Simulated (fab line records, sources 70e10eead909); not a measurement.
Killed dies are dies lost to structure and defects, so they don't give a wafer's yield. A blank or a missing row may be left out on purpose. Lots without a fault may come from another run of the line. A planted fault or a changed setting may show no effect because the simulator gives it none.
Chamber matching | flow nand_harc | NHARC_A_ONON_D1_DEP_33 on pecvd-02: 3 sister chambers
The step deposits SiO2, target thk 200 nm. 3 wafers are shown with their chamber, then 9 later ones without.

WAFERS WITH THEIR CHAMBER
wafer  | chamber | throttle_valve_pct (%)
L086.1 | 0       | 16.3
L086.2 | 1       | 16.5
L086.6 | 2       | 16.0

WAFERS WITHOUT THEIR CHAMBER
wafer  | throttle_valve_pct (%)
L088.1 | 16.0
L088.3 | 16.4
L088.5 | 16.6
L091.2 | 16.3
L091.3 | 16.6
L091.5 | 16.5
L092.3 | 16.4
L092.5 | 16.1
L092.6 | 16.6

WHICH CHAMBER EACH WENT THROUGH
wafer  | from the rows above     | in truth
L088.1 | 2                       | 2
L088.3 | can't be placed: 0 or 1 | 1
L088.5 | 1                       | 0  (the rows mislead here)
L091.2 | 0                       | 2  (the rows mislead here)
L091.3 | 1                       | 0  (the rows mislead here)
L091.5 | 1                       | 1
L092.3 | can't be placed: 0 or 1 | 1
L092.5 | can't be placed: 2 or 0 | 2
L092.6 | 1                       | 1
Placed correctly: 3 of 9. Can't be placed from these rows: 3 (the true chamber is among the candidates in 3). Placed wrongly: 3.
How it was worked out, from the rows above alone: a wafer's distance from a chamber is the root of the sum, over the readings, of the square of ((its reading less the chamber's mean) divided by the reading's scatter). The wafer belongs to the nearest chamber; if the next one is less than 2 further off, it can't be placed. A chamber's mean is the mean of its shown wafers. The scatter: with one shown wafer a chamber, the root of the mean of the squares of how far each hidden wafer lies from its nearest shown one.
